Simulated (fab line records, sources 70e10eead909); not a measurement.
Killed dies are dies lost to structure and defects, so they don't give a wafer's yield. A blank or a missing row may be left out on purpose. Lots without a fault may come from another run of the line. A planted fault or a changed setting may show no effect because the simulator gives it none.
A struck lot beside a sound one | flow nand_harc | 30 steps out of a route of 1302
Sound: wafers L767.3, L767.4, L767.5. Struck: wafer L773.6. (L773.1, L773.3 of the same lot were not struck and are left out.) The cause comes at the end.
At each step with rows: each side's tool, then ch and its chambers, then its first start. Under that, the readings that differ: sound wafers | struck wafers | difference of the means | sigmas: that difference in standard deviations of wafers without a fault.
alike: readings whose means differ by less than 2 such deviations, and words and numbers that are the same on both sides. not compared: withheld readings, readings that some wafer has no value for, bounds like >300 that may hide the same value, and numbers for which the record gives no deviation and whose values overlap.
The two part at a step that has a row with sigmas, a row that says differs or no value, or rows on one side only. Numbers that don't overlap but have no deviation are shown without sigmas and don't part them. A reading that every wafer of one side lacks parts them only if that side has two wafers or more.

NHARC_A_CHANNEL_HOLE_D1_CD_MEAS_10: target cd 100 nm.
  sound on cd_sem-01 ch 0, day 12 22:44; struck on cd_sem-03 ch 0, day 15 15:54
  alike: cd_nm
NHARC_A_CHANNEL_HOLE_D1_OVL_MEAS_11:
  sound on overlay-02, day 12 22:49; struck on overlay-02, day 15 15:59
  alike: overlay_x_nm, overlay_y_nm
NHARC_A_CHANNEL_HOLE_D1_INSPECT_12:
  sound on defect_inspect-01, day 12 22:52; struck on defect_inspect-01, day 15 16:01
  alike: raw_defect_count
then, 3 steps without rows for these wafers: NHARC_A_CHANNEL_HOLE_D1_DESCUM_15 (chemistry O2, time 3 s); NHARC_A_CHANNEL_HOLE_D1_ETCH_38 (etches the open film in CF4, target depth 39 nm, time 65 s); NHARC_A_CHANNEL_HOLE_D1_ETCH_39 (etches the open film in N2/H2, target depth 260 nm, time 325 s).
NHARC_A_CHANNEL_HOLE_D1_ETCH_34: etches the open film in CF4/CHF3, target depth 154 nm, time 77 s.
  sound on rie_diel-08 ch 1,3; struck on rie_diel-08 ch 1
  alike: drypump_motor_current_A, oes_product_au, rf_vpp_V, showerhead_plenum_p_Torr, throttle_valve_pct
  not compared: rf_hours_counter_h
NHARC_A_CHANNEL_HOLE_D1_ETCH_16: etches the open film in O2/COS, target depth 3100 nm, time 806 s.
  sound on rie_diel-08 ch 0,2; struck on rie_diel-08 ch 2
  alike: drypump_motor_current_A, oes_product_au, rf_vpp_V, showerhead_plenum_p_Torr, throttle_valve_pct
  not compared: rf_hours_counter_h
NHARC_A_CHANNEL_HOLE_D1_CD_MEAS_18:
  sound on cd_sem-01, day 13 00:02; struck on cd_sem-03, day 15 17:11
  alike: cd_nm
then, 1 step without rows for these wafers: NHARC_A_CHANNEL_HOLE_D1_ETCH_19 (etches the open film in C4F8/O2/Ar, time 34.5 s).
NHARC_A_CHANNEL_HOLE_D1_ETCH_20: etches the open film in C4F8/O2/Ar, time 361.9 s, target depth 1600 nm.
  sound on har_etch-01 ch 0,1, day 13 00:20; struck on har_etch-02 ch 0, day 15 22:07
  alike: c4f8_flow_sccm, drypump_motor_current_A, showerhead_plenum_p_Torr, throttle_valve_pct
  not compared: rf_hours_counter_h
then, 1 step without rows for these wafers: NHARC_A_CHANNEL_HOLE_D1_ETCH_21 (etches the open film in C4F8/O2/Ar, time 514.3 s, target depth 1600 nm).
NHARC_A_CHANNEL_HOLE_D1_ETCH_22: etches the open film in C4F8/O2/Ar, time 666.7 s, target depth 1600 nm.
  sound on har_etch-01 ch 0,1, day 13 01:10; struck on har_etch-02 ch 0, day 15 22:52
  alike: c4f8_flow_sccm, drypump_motor_current_A, showerhead_plenum_p_Torr, throttle_valve_pct
  not compared: rf_hours_counter_h
then, 2 steps without rows for these wafers: NHARC_A_CHANNEL_HOLE_D1_ETCH_23 (etches the open film in C4F8/O2/Ar, time 819 s, target depth 1600 nm); NHARC_A_CHANNEL_HOLE_D1_ETCH_24 (etches the open film in C4F8/O2/Ar, time 906.2 s, target depth 1500 nm).
NHARC_A_CHANNEL_HOLE_D1_ETCH_25: etches the open film in C4F8/O2/Ar, time 1040.2 s, target depth 1500 nm.
  sound on har_etch-01 ch 0,1, day 13 03:20; struck on har_etch-02 ch 0, day 16 00:55
  alike: c4f8_flow_sccm, drypump_motor_current_A, showerhead_plenum_p_Torr, throttle_valve_pct
  not compared: rf_hours_counter_h
then, 9 steps without rows for these wafers: NHARC_A_CHANNEL_HOLE_D1_ETCH_26 (etches the open film in C4F8/O2/Ar, time 224.1 s, target depth 300 nm); NHARC_A_CHANNEL_HOLE_D1_ETCH_33 (etches the open film in C4F8/O2/Ar, time 90 s, target depth 400 nm); NHARC_A_CHANNEL_HOLE_D1_STRIP_41 (strips in N2/H2); NHARC_A_CHANNEL_HOLE_D1_STRIP_42 (strips in CF4/CHF3); NHARC_A_CHANNEL_HOLE_D1_STRIP_43 (strips in O2/COS); NHARC_A_CHANNEL_HOLE_D1_ETCH_44 (etches the open film in CF4/O2, target depth 140 nm, overetch 14 nm, time 77 s); NHARC_A_CHANNEL_HOLE_D1_STRIP_27 (strips in O2); NHARC_A_CHANNEL_HOLE_D1_PRECLEAN_28 (cleans in SC1); NHARC_A_CHANNEL_HOLE_D1_SRD_29.
NHARC_A_CHANNEL_HOLE_D1_CD_MEAS_30:
  sound on cd_sem-01, day 13 05:40; struck on cd_sem-03, day 16 03:36
  alike: cd_nm
NHARC_A_CHANNEL_HOLE_D1_XSEM_31:
  sound on xsem-01 ch 0, day 13 05:45; struck on xsem-01 ch 0, day 16 03:41
  alike: bot_cd_nm, bow_nm, tilt_deg
NHARC_A_CHANNEL_HOLE_D1_INSPECT_40:
  sound on defect_inspect-01, day 13 05:52; struck on defect_inspect-01, day 16 03:47
  reading          | sound    | struck | difference | sigmas
  raw_defect_count | 53 61 48 | 433    | +379       | +16
then, 1 step without rows for these wafers: NHARC_A_CHANNEL_FILL_D1_PRECLEAN_00 (cleans in SC1).
-- the record jumps here: 15 days lie between the struck wafers' starts before and after (it left off in module A_CHANNEL_FILL_D1 and takes up again in module END, whose first step shown is number 1302 of the route) --
NHARC_END_SORT_01:
  the record has rows for the struck wafers here (prober-02 ch 0, day 31 10:26) and none for the sound ones

WHERE THEY PART
First at NHARC_A_CHANNEL_HOLE_D1_INSPECT_40; last, within this record, at NHARC_END_SORT_01.

WHY: what the simulator had put in
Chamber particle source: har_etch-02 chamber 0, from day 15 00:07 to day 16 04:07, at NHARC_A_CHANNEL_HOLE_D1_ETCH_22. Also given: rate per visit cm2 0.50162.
